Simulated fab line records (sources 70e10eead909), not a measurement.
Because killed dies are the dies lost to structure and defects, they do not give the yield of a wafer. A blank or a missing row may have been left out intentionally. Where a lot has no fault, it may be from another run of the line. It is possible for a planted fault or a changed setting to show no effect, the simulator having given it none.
The tool behind it: which one? | flow nandHarc | Sampling: 14 lots, 42 wafers, 5 of 1302 route steps

## WHAT THE GAUGES READ, wafer by wafer
NHARC_THIN_TSV_THK_MEAS_02: measures by ir.
lot  | measured     | on           | thkNm (nm)
L933 | day 24 21:28 | filmMetro-01 | 3235 3457 3202
L932 | day 24 20:15 | filmMetro-02 | 2819 2805 2903
L934 | day 25 07:24 | filmMetro-01 | 2693 2949 2906
L935 | day 25 11:56 | filmMetro-01 | 2941 2909 3111
L936 | day 25 13:07 | filmMetro-02 | 2895 2923 3099
L937 | day 26 18:39 | filmMetro-02 | 2915 3304 3170
L938 | day 26 19:50 | filmMetro-01 | 2731 3031 3025
L941 | day 27 19:37 | filmMetro-01 | 2734 3023 2821
L940 | day 27 20:48 | filmMetro-02 | 3109 3249 3033
L939 | day 28 09:04 | filmMetro-01 | 2986 3109 3211
L943 | day 28 23:58 | filmMetro-01 | 2812 2803 2665
L953 | day 33 04:08 | filmMetro-01 | 2976 3406 3087

NHARC_END_SORT_01.
lot  | measured     | on        | killedAtArray | killedAtOther | killedAtPeriphery | killedDies  | killedOpen | killedShort
L944 | day 31 10:37 | prober-01 | 444 482 439   | 0 1 1         | 4 0 7             | 448 483 447 | 5 4 4      | 2 1 4
L945 | day 31 02:01 | prober-02 | 472 529 604   | 3 3 5         | 2 4 0             | 477 536 609 | 4 1 3      | 2 2 2

## WHICH TOOL RAN EACH LOT (tool, then ch and the chambers of the sampled wafers, then the start)
lot  | NHARC_A_WL_FILL_CVD_03       | NHARC_A_BONDPAD_CMP_29        | NHARC_A_BONDPAD_PVD_27
L933 | cvdW-02 ch 0,1, day 21 03:34 | cmp-04 ch 1,2, day 24 06:56   | pvdSputter-02, day 24 21:28 or earlier
L932 | cvdW-02 ch 0,1, day 21 07:41 | cmp-04 ch 0,1,2, day 24 04:15 | pvdSputter-01, day 24 20:15 or earlier
L934 | cvdW-02 ch 0,1, day 21 20:37 | cmp-04 ch 0,1,3, day 24 15:17 | pvdSputter-03, day 25 07:24 or earlier
L935 | cvdW-01 ch 0,1, day 22 03:09 | cmp-01 ch 0,1,3, day 24 20:15 | pvdSputter-02, day 25 11:56 or earlier
L936 | cvdW-02 ch 0,1, day 22 03:15 | cmp-01 ch 1,2,3, day 24 21:29 | pvdSputter-02, day 25 13:07 or earlier
L937 | cvdW-02 ch 0,1, day 23 09:16 | cmp-01 ch 0,1, day 26 05:47   | pvdSputter-02, day 26 18:39 or earlier
L938 | cvdW-01 ch 0,1, day 23 09:25 | cmp-01 ch 0,1,3, day 26 02:39 | pvdSputter-03, day 26 19:50 or earlier
L941 | cvdW-02 ch 0,1, day 24 11:24 | cmp-01 ch 1,2,3, day 27 03:24 | pvdSputter-02, day 27 19:37 or earlier
L940 | cvdW-01 ch 0,1, day 24 11:32 | cmp-02 ch 1,3, day 27 05:51   | pvdSputter-02, day 27 20:48 or earlier
L939 | cvdW-02 ch 0,1, day 24 21:43 | cmp-02 ch 0,1,3, day 27 17:37 | pvdSputter-03, day 28 09:04 or earlier
L943 | cvdW-01 ch 0,1, day 25 20:12 | cmp-01 ch 0,1,2, day 28 08:26 | pvdSputter-01, day 28 23:58 or earlier
L944 | cvdW-02 ch 0,1, day 26 18:07 | -                             | -
L945 | cvdW-02 ch 1, day 26 21:58   | -                             | -
L953 | cvdW-02 ch 0,1, day 29 21:49 | cmp-02 ch 0,2, day 32 13:40   | pvdSputter-03, day 33 04:08 or earlier
- NHARC_A_WL_FILL_CVD_03: deposits W, target thk 40 nm, time 279 s.
- NHARC_A_BONDPAD_CMP_29: polishes SiCN, target thk 200 nm.
- NHARC_A_BONDPAD_PVD_27: deposits Cu, target thk 30 nm, time 20.49 s.

## WHAT THE TOOLS THEMSELVES READ (means of the sampled wafers that have a number; where no wafer has one, the mark that the record gives instead)
NHARC_A_WL_FILL_CVD_03.
lot  | tool    | heaterPowerW (W) | mfcArSccm (sccm) | throttleValvePct (%)
L933 | cvdW-02 | 440              | 1557             | 8.0
L932 | cvdW-02 | 444              | 1554             | 7.9
L934 | cvdW-02 | 438              | 1561             | 7.7
L935 | cvdW-01 | 462              | 1562             | 7.7
L936 | cvdW-02 | 466              | 1560             | 7.7
L937 | cvdW-02 | 469              | 1563             | 7.7
L938 | cvdW-01 | 462              | 1566             | 7.8
L941 | cvdW-02 | 477              | 1556             | 7.7
L940 | cvdW-01 | 436              | 1561             | 7.7
L939 | cvdW-02 | 439              | 1566             | 8.2
L943 | cvdW-01 | 436              | 1552             | 8.0
L944 | cvdW-02 | 445              | 1558             | 8.1
L945 | cvdW-02 | 496              | 1557             | 7.7
L953 | cvdW-02 | 460              | 1562             | 7.6

NHARC_A_BONDPAD_CMP_29.
lot  | tool   | motorCurrentA (A)
L933 | cmp-04 | 12.1
L932 | cmp-04 | 13.1
L934 | cmp-04 | 12.5
L935 | cmp-01 | 12.4
L936 | cmp-01 | 12.3
L937 | cmp-01 | 11.7
L938 | cmp-01 | 12.1
L941 | cmp-01 | 12.6
L940 | cmp-02 | 11.4
L939 | cmp-02 | 11.5
L943 | cmp-01 | 12.1
L953 | cmp-02 | 11.9

NHARC_A_BONDPAD_PVD_27.
lot  | tool          | throttleValvePct (%)
L933 | pvdSputter-02 | 28.8
L932 | pvdSputter-01 | 29.7
L934 | pvdSputter-03 | 28.7
L935 | pvdSputter-02 | 28.7
L936 | pvdSputter-02 | 29.0
L937 | pvdSputter-02 | 29.4
L938 | pvdSputter-03 | 28.5
L941 | pvdSputter-02 | 29.0
L940 | pvdSputter-02 | 29.2
L939 | pvdSputter-03 | 28.2
L943 | pvdSputter-01 | 30.4
L953 | pvdSputter-03 | 29.2

## THE ANSWER, worked out from the rows above alone
Rule: what is usual is taken from the lots themselves. The widest of any qualifying gaps counts: lots, ordered by their means at a reading, are off when they make up no more than a third of the lots, leave a main group of 4 or more, and stand apart from it by 3 or more times the standard deviation of that group's means. A main group whose means are all the same, to the digits that the tables above print for the reading, isn't used. Also off: a lot with no number at a reading for which 4 or more lots have one. Any other lot the step has rows for is counted as sound. Order of review: gauges by route order, followed by the tools' own readings, for which a lot's mean as printed above is used. At the first step where some lot is off, the reading lying furthest off is the one used; lots without a number count as furthest.
None of the lots is off at any reading shown; this tells nothing.

## WHAT THE SIMULATOR PUT IN
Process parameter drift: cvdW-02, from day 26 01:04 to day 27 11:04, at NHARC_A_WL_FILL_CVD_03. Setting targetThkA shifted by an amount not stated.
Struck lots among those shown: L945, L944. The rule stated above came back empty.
